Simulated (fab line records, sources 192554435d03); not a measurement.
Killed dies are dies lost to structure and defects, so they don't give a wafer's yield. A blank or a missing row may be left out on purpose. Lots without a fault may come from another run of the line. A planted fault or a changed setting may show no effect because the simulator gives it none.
fab line records | flow n5_finfet
record lots=7 wafers=39
route steps=1938 shown BEOL_M2@841 BEOL_M7@1308 BEOL_M8@1332
start_h: hours from the record's first day to the start of the lot's first wafer shown | wait_h: hours since the lot's step before | " the same as in the row above | L1.1+2: a row that stands for several wafers | - no value, or no start given | * or withheld: withheld | < > ~ a bound
route shown NAME@n: a module of which the file shows steps, and the number in the route of the first | usual: mean/standard deviation of fault-free wafers | same: alike in all rows | chamber/n: place in a boat | sites: the reading at each site | _std_site: their standard deviation | _edge_site: outer sites' mean less inner sites' | radius_mm: how far each site lies from the wafer's centre | mask NAME#n: copy n | behind: the tool/chamber that last shaped the wafer | hold: why the lot was held/for how many hours/how that ended | device: the transistor (n, p or np) that didn't switch | end of line: the same wafers' tests at the end of the route | a step without rows: its recipe alone | killed: dies lost to structure and defects at the first sort, not the wafer's yield | map: a wafer's dies, x killed, . not, _ none there
set.NAME: the setting as run; set.NAME@STEP: as run at that earlier step | model.NAME: the simulator's own value behind a step, which no gauge read
lots whose settings were changed on purpose; a table a step, a row a wafer
## steps
# step N5_BEOL_M2_ILD_DEP_00
# recipe material=SiOC target_thk_a=790 temp_c=350 precursor=DEMS/O2 pressure_torr=5 rf_w=500 time_s=15.3
# columns lot.wafer tool chamber start_h wait_h set.target_thk_a model.SiOC_of_BEOL_M2_ILD_DEP_00.thk_nm
L074.1 pecvd-02 2 137.04 0.0 790 77.6
L074.5 " 1 " " 790 79.4
L074.6 " 0 " " 790 80
L076.1 pecvd-03 0 144.03 0.0 413.2 42.2
L076.2 " 2 " " 413.2 41.6
L076.3 " 1 " " 790 80
L076.4 " 0 " " 413.2 42.4
L076.5 " 2 " " 790 79.6
L076.6 " 1 " " 790 82
L077.1 pecvd-02 0 147.61 0.0 437.8 45
L077.2 " 2 " " 790 78.8
L077.3 " 1 " " 437.8 44.8
L077.4 " 1 " " 437.8 45.6
L077.5 " 0 " " 790 81.2
L077.6 " 2 " " 790 79.8
L078.1 pecvd-04 2 160.51 0.0 790 79.2
L078.2 " 0 " " 790 78.8
L078.3+6 " 1,0 " " 505.2 51.4
L078.4 " 2 " " 790 80
L078.5 " 1 " " 505.2 50.8
L093.1 pecvd-04 2 249.26 0.0 790 78.2
L093.2 " 0 " " 790 78.8
L093.3 " 1 " " 994.1 98.4
L093.4 " 2 " " 790 79
L093.5 " 0 " " 994.1 100.2
L093.6 " 1 " " 994.1 99.6
L096.1 pecvd-03 2 269.70 0.0 647.9 64.2
L096.2+3 " 1,0 " " 647.9 65
L096.4 " 2 " " 790 78.6
L096.5 " 0 " " 790 81
L096.6 " 1 " " 790 80
L097.1 pecvd-02 0 271.78 0.0 503.9 50.4
L097.2 " 2 " " 790 77.2
L097.3 " 1 " " 790 78.4
L097.4 " 0 " " 503.9 51
L097.5 " 1 " " 790 79.4
L097.6 " 2 " " 503.9 49.2
# step N5_BEOL_M2_THK_MEAS_01
# recipe reads=SiOC_of_BEOL_M2_ILD_DEP_00
# usual M2_ILD_THK=79.3/1
# columns lot.wafer tool chamber start_h wait_h set.target_thk_a@BEOL_M2_ILD_DEP_00 M2_ILD_THK[nm]
L074.1 film_metro-01 - 137.11 0.0 790 77.5
L074.5 " - " " 790 79.5
L074.6 " - " " 790 80.1
L076.1 film_metro-01 - 144.10 0.0 413.2 42.2
L076.2 " - " " 413.2 41.6
L076.3 " - " " 790 80.1
L076.4 " - " " 413.2 42.3
L076.5 " - " " 790 79.6
L076.6 " - " " 790 82.0
L077.1 film_metro-02 - 147.68 0.0 437.8 45.1
L077.2 " - " " 790 78.8
L077.3 " - " " 437.8 44.7
L077.4 " - " " 437.8 45.6
L077.5 " - " " 790 81.3
L077.6 " - " " 790 79.7
L078.1 film_metro-02 - 160.58 0.0 790 79.1
L078.2 " - " " 790 78.8
L078.3 " - " " 505.2 51.5
L078.4 " - " " 790 80.1
L078.5 " - " " 505.2 50.7
L078.6 " - " " 505.2 51.4
L093.1 film_metro-02 - 249.33 0.0 790 78.0
L093.2 " - " " 790 78.8
L093.3 " - " " 994.1 98.4
L093.4 " - " " 790 79.0
L093.5 " - " " 994.1 100.2
L093.6 " - " " 994.1 99.5
L096.1 film_metro-01 - 269.77 0.0 647.9 64.2
L096.2 " - " " 647.9 65.1
L096.3 " - " " 647.9 64.9
L096.4 " - " " 790 78.5
L096.5 " - " " 790 80.9
L096.6 " - " " 790 80.1
L097.1 film_metro-02 - 271.85 0.0 503.9 50.4
L097.2 " - " " 790 77.2
L097.3 " - " " 790 78.5
L097.4 " - " " 503.9 51.1
L097.5 " - " " 790 79.2
L097.6 " - " " 503.9 49.1
# step N5_BEOL_M7_TRENCH_ETCH_37
# recipe chemistry=C4F6/O2 target_depth_a=934.78 target=SiCOH_lowk time_s=31.2 ion_energy_ev=250 pressure_mtorr=30 source_w=345 bias_w=185 Ar_flow_sccm=300 C4F6_flow_sccm=10 O2_flow_sccm=10
# columns lot.wafer tool chamber start_h wait_h set.time_s model.BEOL_M7.feature_depth_nm model.etch.depth_nm model.TiN_of_BEOL_M7_HM_DEP_02.thk_nm
L077.1 rie_diel-06 1 - - 42.23 124.2 124.1 16
L077.2 " 0 " " 42.23 123.8 123.9 16.2
L077.3 " 3 " " 31.2 92.8 92.78 17.2
L077.4 " 1 " " 42.23 123 123 16.2
L077.5 " 3 " " 31.2 92.8 92.85 16.8
L077.6 " 0 " " 31.2 90.6 90.56 17.4
L074.1 rie_diel-06 3 - - 31.2 92.6 92.52 17.6
L074.5 " 1 " " 31.2 91 91.07 17.6
L074.6 " 3 " " 31.2 92 92.08 17.4
L076.1 rie_diel-05 3 - - 31.2 93 93 17.2
L076.2 " 2 " " 48.63 145.8 145.8 15.6
L076.3 " 3 " " 48.63 145.6 145.7 15.8
L076.4 " 2 " " 31.2 94.2 94.24 17
L076.5 " 3 " " 48.63 146.6 146.5 15.6
L076.6 " 2 " " 31.2 94.4 94.49 17
L078.1 rie_diel-01 1 - - 31.2 88.8 88.89 17.4
L078.2 " 3 " " 31.2 92.8 92.79 17.2
L078.3 " 0 " " 31.2 92.8 92.82 17.4
L078.4 " 2 " " 31.2 96 96.06 17.6
L078.5 " 1 " " 31.2 88.4 88.43 17.4
L078.6 " 2 " " 31.2 94.8 94.75 17.6
L093.1 rie_diel-01 3 - - 42.97 131 131.1 16.6
L093.2 " 0 " " 31.2 93 93.06 17.4
L093.3 " 2 " " 42.97 129.8 129.8 16.6
L093.4 " 2 " " 31.2 94.6 94.64 17.4
L093.5 " 0 " " 31.2 91.2 91.29 18
L093.6 " 3 " " 42.97 129 129 16.6
L096.1 rie_diel-01 1 - - 16.01 48.2 48.18 18.4
L096.2 " 2 " " 16.01 48.6 48.67 18.4
L096.3 " 3 " " 31.2 94.8 94.73 17.4
L096.4 " 2 " " 31.2 95.4 95.37 17
L096.5 " 1 " " 16.01 48 48 18.6
L096.6 " 3 " " 31.2 95 94.96 17
L097.1 rie_diel-01 2 - - 24.87 75.2 75.29 18
L097.2 " 1 " " 24.87 74.6 74.59 18
L097.3 " 3 " " 31.2 94.6 94.6 17.4
L097.4 " 3 " " 31.2 93.8 93.83 17.4
L097.5 " 1 " " 24.87 75.2 75.17 18
L097.6 " 2 " " 31.2 95 94.97 17
# step N5_BEOL_M7_ETCH_41
# recipe chemistry=CH3F/O2 target=SiCN target_depth_a=319 taper_deg=2 time_s=57.8 ion_energy_ev=120 mask_material=TiN pressure_mtorr=30 source_w=395 bias_w=75 Ar_flow_sccm=150 CH3F_flow_sccm=30 O2_flow_sccm=20
# step N5_BEOL_M7_STRIP_80
# recipe chemistry=N2/H2 time_s=10 power_w=450 temp_c=40 pressure_mtorr=20 rf_frequency_hz=6e+07 bias_power_w=7 n2_flow_sccm=200 h2_flow_sccm=200
# step N5_BEOL_M7_OCD_MEAS_38
# usual trench_depth_nm=93.1/1.7
# columns lot.wafer tool chamber start_h wait_h set.time_s@BEOL_M7_TRENCH_ETCH_37 trench_depth_nm
L077.1 ocd-02 - 202.28 - 42.23 -
L077.2 " - " " 42.23 -
L077.3 " - " " 31.2 93.0
L077.4 " - " " 42.23 -
L077.5 " - " " 31.2 93.0
L077.6 " - " " 31.2 90.5
L074.1 ocd-02 - 203.27 - 31.2 92.8
L074.5 " - " " 31.2 91.4
L074.6 " - " " 31.2 91.7
L076.1 ocd-02 - 205.19 - 31.2 93.6
L076.2 " - " " 48.63 145.7
L076.3 " - " " 48.63 145.5
L076.4 " - " " 31.2 94.4
L076.5 " - " " 48.63 146.2
L076.6 " - " " 31.2 94.4
L078.1 ocd-01 - 230.92 - 31.2 88.5
L078.2 " - " " 31.2 92.9
L078.3 " - " " 31.2 93.1
L078.4 " - " " 31.2 95.9
L078.5 " - " " 31.2 88.1
L078.6 " - " " 31.2 94.9
L093.1 ocd-02 - 314.76 - 42.97 -
L093.2 " - " " 31.2 93.2
L093.3 " - " " 42.97 -
L093.4 " - " " 31.2 -
L093.5 " - " " 31.2 91.1
L093.6 " - " " 42.97 128.8
L096.1 ocd-01 - 333.60 - 16.01 47.8
L096.2 " - " " 16.01 48.8
L096.3 " - " " 31.2 94.6
L096.4 " - " " 31.2 95.8
L096.5 " - " " 16.01 47.7
L096.6 " - " " 31.2 94.7
L097.1 ocd-01 - 343.88 - 24.87 75.5
L097.2 " - " " 24.87 74.1
L097.3 " - " " 31.2 94.7
L097.4 " - " " 31.2 -
L097.5 " - " " 24.87 -
L097.6 " - " " 31.2 -
# step N5_BEOL_M7_HM_STRIP_39
# recipe chemistry=peroxide_tin_strip material=TiN target_depth_a=250 temp_c=50 time_s=158
# step N5_BEOL_M7_SRD_40
# recipe time_s=30 temp_c=23 rinse_liquid=diw dry=ipa_marangoni
# step N5_BEOL_M7_ECD_50
# recipe material=Cu target_thk_a=3000
# step N5_BEOL_M7_ANNEAL_51
# recipe temp_c=225 time_s=90 ambient=N2
# step N5_BEOL_M7_CMP_52
# recipe stop_on=SiCOH_lowk t_overpolish_s=6.9 down_force_psi=1 platen_rpm=50 clearing_platen_down_force_psi=1.5 clearing_platen_rpm=50 post_cmp_clean=cu_alkaline target_thk_nm=80 clearing_platen_pad_velocity_m_s=0.99484 pad_velocity_m_s=0.99484
# columns lot.wafer tool chamber start_h wait_h set.time_s@BEOL_M7_TRENCH_ETCH_37 model.Cu_of_BEOL_M7_ECD_50.thk_nm
L077.4 cmp-04 3 205.02 0.1 42.23 111.8
L077.3 " 0 " " 31.2 80.2
L077.1 " 1 " " 42.23 112.4
L077.2 " 2 " " 42.23 109.6
L077.5 " 3 " " 31.2 81.6
L077.6 " 0 " " 31.2 78.2
L074.1 cmp-03 0 206.39 0.4 31.2 80
L074.5 " 1 " " 31.2 77.6
L074.6 " 2 " " 31.2 79.8
L076.4 cmp-03 3 207.43 0.1 31.2 79.8
L076.1 " 0 " " 31.2 78.8
L076.2 " 1 " " 48.63 132
L076.3 " 2 " " 48.63 132.2
L076.6 " 3 " " 31.2 78.4
L076.5 " 0 " " 48.63 134
L078.4+6 cmp-04 2,3 233.44 0.1 31.2 81
L078.1 " 3 " " 31.2 75.8
L078.2 " 0 " " 31.2 78.8
L078.3 " 1 " " 31.2 79.6
L078.5 " 2 " " 31.2 72.8
L093.1 cmp-04 1 317.20 0.3 42.97 118.4
L093.4 " 2 " " 31.2 80.2
L093.2 " 3 " " 31.2 79.6
L093.3+6 " 0,1 " " 42.97 115.2
L093.5 " 2 " " 31.2 75.8
L096.2 cmp-04 0 335.85 0.5 16.01 37.4
L096.4 " 1 " " 31.2 83.2
L096.1 " 2 " " 16.01 34.4
L096.3 " 3 " " 31.2 83.6
L096.5 " 0 " " 16.01 36
L096.6 " 1 " " 31.2 83
L097.4 cmp-03 0 347.05 0.2 31.2 82
L097.1 " 1 " " 24.87 60.8
L097.3 " 2 " " 31.2 81.6
L097.2 " 3 " " 24.87 59.6
L097.6 " 0 " " 31.2 81.8
L097.5 " 1 " " 24.87 61.2
# step N5_BEOL_M7_THK_MEAS_53
# recipe thk_meas_gauge=xrf reads=Cu_of_BEOL_M7_ECD_50
# usual M7_THK=79.0/2.3
# columns lot.wafer tool chamber start_h wait_h set.time_s@BEOL_M7_TRENCH_ETCH_37 M7_THK[nm]
L077.1 film_metro-02 - 205.31 - 42.23 -
L077.2 " - " " 42.23 -
L077.3 " - " " 31.2 79.7
L077.4 " - " " 42.23 -
L077.5 " - " " 31.2 80.9
L077.6 " - " " 31.2 78.1
L074.1 film_metro-02 - 206.57 - 31.2 78.7
L074.5 " - " " 31.2 76.0
L074.6 " - " " 31.2 78.4
L076.1 film_metro-01 - 207.73 - 31.2 77.5
L076.2 " - " " 48.63 130.2
L076.3 " - " " 48.63 130.3
L076.4 " - " " 31.2 78.5
L076.5 " - " " 48.63 132.3
L076.6 " - " " 31.2 77.2
L078.1 film_metro-02 - 233.73 - 31.2 75.0
L078.2 " - " " 31.2 77.6
L078.3 " - " " 31.2 78.3
L078.4 " - " " 31.2 80.2
L078.5 " - " " 31.2 71.6
L078.6 " - " " 31.2 80.1
L093.1 film_metro-01 - 317.50 - 42.97 -
L093.2 " - " " 31.2 77.6
L093.3 " - " " 42.97 -
L093.4 " - " " 31.2 -
L093.5 " - " " 31.2 74.0
L093.6 " - " " 42.97 112.5
L096.1 film_metro-02 - 336.15 - 16.01 34.2
L096.2 " - " " 16.01 37.3
L096.3 " - " " 31.2 83.3
L096.4 " - " " 31.2 82.9
L096.5 " - " " 16.01 36.0
L096.6 " - " " 31.2 83.0
L097.1 film_metro-01 - 347.35 - 24.87 60.5
L097.2 " - " " 24.87 59.5
L097.3 " - " " 31.2 81.0
L097.4 " - " " 31.2 -
L097.5 " - " " 24.87 -
L097.6 " - " " 31.2 -
# step N5_BEOL_M7_PRE_CLEAN_55
# recipe gas=NH3 time_s=15 temp_c=withheld rf_power_w=300
# step N5_BEOL_M7_DEP_56
# recipe material=SiCN target_thk_a=100 temp_c=withheld precursor=3MS/NH3 pressure_torr=3 rf_w=202 time_s=17.5
# step N5_BEOL_M7_RS_MEAS_57
# recipe thk_meas_gauge=four-point-probe reads=Cu_of_BEOL_M7_ECD_50+Co_of_BEOL_M7_CVD_78+TaN_of_BEOL_M7_ALD_77
# usual M7_RS=0.287/0.009
# columns lot.wafer tool chamber start_h wait_h set.time_s@BEOL_M7_TRENCH_ETCH_37 M7_RS[ohm/sq]
L077.1 film_metro-01 - 205.44 0.1 42.23 -
L077.2 " - " " 42.23 -
L077.3 " - " " 31.2 0.285
L077.4 " - " " 42.23 -
L077.5 " - " " 31.2 0.279
L077.6 " - " " 31.2 0.294
L074.1 film_metro-02 - 206.70 0.1 31.2 0.287
L074.5 " - " " 31.2 0.297
L074.6 " - " " 31.2 0.288
L076.1 film_metro-01 - 207.86 0.1 31.2 0.291
L076.2 " - " " 48.63 0.162
L076.3 " - " " 48.63 0.161
L076.4 " - " " 31.2 0.287
L076.5 " - " " 48.63 0.159
L076.6 " - " " 31.2 0.292
L078.1 film_metro-01 - 233.89 0.1 31.2 0.304
L078.2 " - " " 31.2 0.291
L078.3 " - " " 31.2 0.287
L078.4 " - " " 31.2 0.282
L078.5 " - " " 31.2 0.320
L078.6 " - " " 31.2 0.281
L093.1 film_metro-02 - 317.63 0.1 42.97 -
L093.2 " - " " 31.2 0.288
L093.3 " - " " 42.97 -
L093.4 " - " " 31.2 -
L093.5 " - " " 31.2 0.304
L093.6 " - " " 42.97 0.188
L096.1 film_metro-01 - 336.28 0.1 16.01 0.821
L096.2 " - " " 16.01 0.734
L096.3 " - " " 31.2 0.271
L096.4 " - " " 31.2 0.273
L096.5 " - " " 16.01 0.769
L096.6 " - " " 31.2 0.274
L097.1 film_metro-01 - 347.48 0.1 24.87 0.397
L097.2 " - " " 24.87 0.406
L097.3 " - " " 31.2 0.279
L097.4 " - " " 31.2 -
L097.5 " - " " 24.87 -
L097.6 " - " " 31.2 -
# step N5_BEOL_M8_ILD_DEP_00
# recipe material=SiCOH_lowk target_thk_a=1797.5 temp_c=300 precursor=DEMS/porogen pressure_torr=5 rf_w=500 time_s=33.4
# columns lot.wafer tool chamber start_h wait_h set.target_thk_a model.SiCOH_lowk_of_BEOL_M8_ILD_DEP_00.thk_nm
L077.1 pecvd-03 0 205.50 0.0 1797.5 173.6
L077.2 " 1 " " 2628 256.8
L077.3 " 1 " " 2628 261.2
L077.4 " 0 " " 1797.5 180.4
L077.5 " 1 " " 2628 260
L077.6 " 0 " " 1797.5 176.8
L074.1 pecvd-04 1 206.77 0.0 1797.5 181.8
L074.5 " 2 " " 1797.5 183.8
L074.6 " 1 " " 1797.5 183.2
L076.1 pecvd-03 1 207.92 0.0 1797.5 174.8
L076.2 " 0 " " 2090 204.6
L076.3 " 1 " " 1797.5 179
L076.4 " 0 " " 1797.5 179.6
L076.5 " 1 " " 2090 207
L076.6 " 0 " " 2090 208.8
L078.1 pecvd-01 0 233.96 0.0 984.8 102.8
L078.2 " 1 " " 1797.5 176.6
L078.3 " 2 " " 1797.5 178.2
L078.4 " 0 " " 1797.5 184
L078.5 " 1 " " 984.8 100.6
L078.6 " 2 " " 984.8 99.8
L093.1 pecvd-04 2 317.69 0.0 1797.5 182.6
L093.2 " 1 " " 1218 125.8
L093.3+4 " 0,2 " " 1218 122.8
L093.5 " 1 " " 1797.5 187.2
L093.6 " 0 " " 1797.5 182.4
L096.1 pecvd-01 1 336.34 0.0 2802 279.4
L096.2 " 2 " " 1797.5 180.6
L096.3 " 0 " " 2802 280
L096.4 " 0 " " 1797.5 181.2
L096.5 " 1 " " 2802 282.6
L096.6 " 2 " " 1797.5 181.4
L097.1 pecvd-01 1 347.54 0.0 1797.5 175.8
L097.2 " 0 " " 2350 230.6
L097.3 " 2 " " 2350 233.2
L097.4 " 0 " " 2350 236.8
L097.5 " 2 " " 1797.5 181.6
L097.6 " 1 " " 1797.5 177.8
# step N5_BEOL_M8_CURE_74
# recipe temp_c=385 time_s=240 ambient=He/Ar material=SiCOH_lowk
# columns lot.wafer tool chamber start_h wait_h set.target_thk_a@BEOL_M8_ILD_DEP_00 model.SiCOH_lowk_of_BEOL_M8_ILD_DEP_00.thk_nm
L077.1 uv_cure-01 1 205.59 0.1 1797.5 149.6
L077.2 " 1 " " 2628 222.4
L077.3 " 1 " " 2628 226.4
L077.4 " 1 " " 1797.5 155.6
L077.5 " 1 " " 2628 225.2
L077.6 " 1 " " 1797.5 152.4
L074.1 uv_cure-02 2 206.83 0.0 1797.5 156.8
L074.5 " 2 " " 1797.5 158.6
L074.6 " 2 " " 1797.5 158
L076.1 uv_cure-01 0 208.01 0.1 1797.5 150.8
L076.2 " 0 " " 2090 176.8
L076.3 " 0 " " 1797.5 154.4
L076.4 " 0 " " 1797.5 155
L076.5 " 0 " " 2090 178.8
L076.6 " 0 " " 2090 180.4
L078.1 uv_cure-02 0 234.08 0.1 984.8 88.2
L078.2 " 0 " " 1797.5 152.4
L078.3 " 0 " " 1797.5 153.6
L078.4 " 0 " " 1797.5 158.8
L078.5 " 0 " " 984.8 86.4
L078.6 " 0 " " 984.8 85.6
L093.1 uv_cure-02 1 317.75 0.0 1797.5 157.6
L093.2 " 1 " " 1218 108.2
L093.3 " 1 " " 1218 105.4
L093.4 " 1 " " 1218 105.6
L093.5 " 1 " " 1797.5 161.4
L093.6 " 1 " " 1797.5 157.4
L096.1 uv_cure-02 0 336.41 0.0 2802 242.4
L096.2 " 0 " " 1797.5 155.8
L096.3 " 0 " " 2802 243
L096.4 " 0 " " 1797.5 156.4
L096.5 " 0 " " 2802 245.2
L096.6 " 0 " " 1797.5 156.6
L097.1 uv_cure-01 2 347.61 0.0 1797.5 151.6
L097.2 " 2 " " 2350 199.4
L097.3 " 2 " " 2350 201.8
L097.4 " 2 " " 2350 204.8
L097.5 " 2 " " 1797.5 156.6
L097.6 " 2 " " 1797.5 153.4
# step N5_BEOL_M8_THK_MEAS_01
# recipe reads=SiCOH_lowk_of_BEOL_M8_ILD_DEP_00
# usual M8_ILD_THK=154.8/2.4
# columns lot.wafer tool chamber start_h wait_h set.target_thk_a@BEOL_M8_ILD_DEP_00 M8_ILD_THK[nm]
L077.1 film_metro-02 - 206.10 0.4 1797.5 149.6
L077.2 " - " " 2628 222.3
L077.3 " - " " 2628 226.6
L077.4 " - " " 1797.5 155.6
L077.5 " - " " 2628 225.0
L077.6 " - " " 1797.5 152.5
L074.1 film_metro-01 - 207.34 0.4 1797.5 156.6
L074.5 " - " " 1797.5 158.5
L074.6 " - " " 1797.5 158.1
L076.1 film_metro-01 - 208.52 0.4 1797.5 150.7
L076.2 " - " " 2090 176.9
L076.3 " - " " 1797.5 154.3
L076.4 " - " " 1797.5 155.0
L076.5 " - " " 2090 178.9
L076.6 " - " " 2090 180.4
L078.1 film_metro-01 - 234.59 0.4 984.8 88.2
L078.2 " - " " 1797.5 152.2
L078.3 " - " " 1797.5 153.6
L078.4 " - " " 1797.5 158.8
L078.5 " - " " 984.8 86.3
L078.6 " - " " 984.8 85.6
L093.1 film_metro-02 - 318.27 0.4 1797.5 157.6
L093.2 " - " " 1218 108.1
L093.3 " - " " 1218 105.5
L093.4 " - " " 1218 105.5
L093.5 " - " " 1797.5 161.4
L093.6 " - " " 1797.5 157.3
L096.1 film_metro-02 - 336.92 0.4 2802 242.2
L096.2 " - " " 1797.5 155.9
L096.3 " - " " 2802 243.1
L096.4 " - " " 1797.5 156.4
L096.5 " - " " 2802 245.2
L096.6 " - " " 1797.5 156.6
L097.1 film_metro-01 - 348.60 0.8 1797.5 151.6
L097.2 " - " " 2350 199.5
L097.3 " - " " 2350 201.8
L097.4 " - " " 2350 205.0
L097.5 " - " " 1797.5 156.6
L097.6 " - " " 1797.5 153.3
## key
split step=N5_BEOL_M2_ILD_DEP_00 setting=target_thk_a stated=790 by=wafer
response step=N5_BEOL_M2_ILD_DEP_00 reading=model.SiOC_of_BEOL_M2_ILD_DEP_00.thk_nm change=+0.792 per=1% r=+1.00
response step=N5_BEOL_M2_THK_MEAS_01 reading=M2_ILD_THK change=+0.792 per=1% r=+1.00
split step=N5_BEOL_M7_TRENCH_ETCH_37 setting=time_s stated=31.2 by=wafer
response step=N5_BEOL_M7_TRENCH_ETCH_37 reading=model.BEOL_M7.feature_depth_nm change=+0.944 per=1% r=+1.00
response step=N5_BEOL_M7_TRENCH_ETCH_37 reading=model.etch.depth_nm change=+0.943 per=1% r=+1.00
response step=N5_BEOL_M7_TRENCH_ETCH_37 reading=model.TiN_of_BEOL_M7_HM_DEP_02.thk_nm change=-0.0269 per=1% r=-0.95
response step=N5_BEOL_M7_OCD_MEAS_38 reading=trench_depth_nm change=+0.946 per=1% r=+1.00
response step=N5_BEOL_M7_CMP_52 reading=model.Cu_of_BEOL_M7_ECD_50.thk_nm change=+0.964 per=1% r=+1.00
response step=N5_BEOL_M7_THK_MEAS_53 reading=M7_THK change=+0.963 per=1% r=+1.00
response step=N5_BEOL_M7_RS_MEAS_57 reading=M7_RS shape=bent at_lowest=0.775 at_stated=0.288 at_highest=0.161
split step=N5_BEOL_M8_ILD_DEP_00 setting=target_thk_a stated=1797.5 by=wafer
response step=N5_BEOL_M8_ILD_DEP_00 reading=model.SiCOH_lowk_of_BEOL_M8_ILD_DEP_00.thk_nm change=+1.78 per=1% r=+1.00
response step=N5_BEOL_M8_CURE_74 reading=model.SiCOH_lowk_of_BEOL_M8_ILD_DEP_00.thk_nm change=+1.56 per=1% r=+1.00
response step=N5_BEOL_M8_THK_MEAS_01 reading=M8_ILD_THK change=+1.56 per=1% r=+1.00
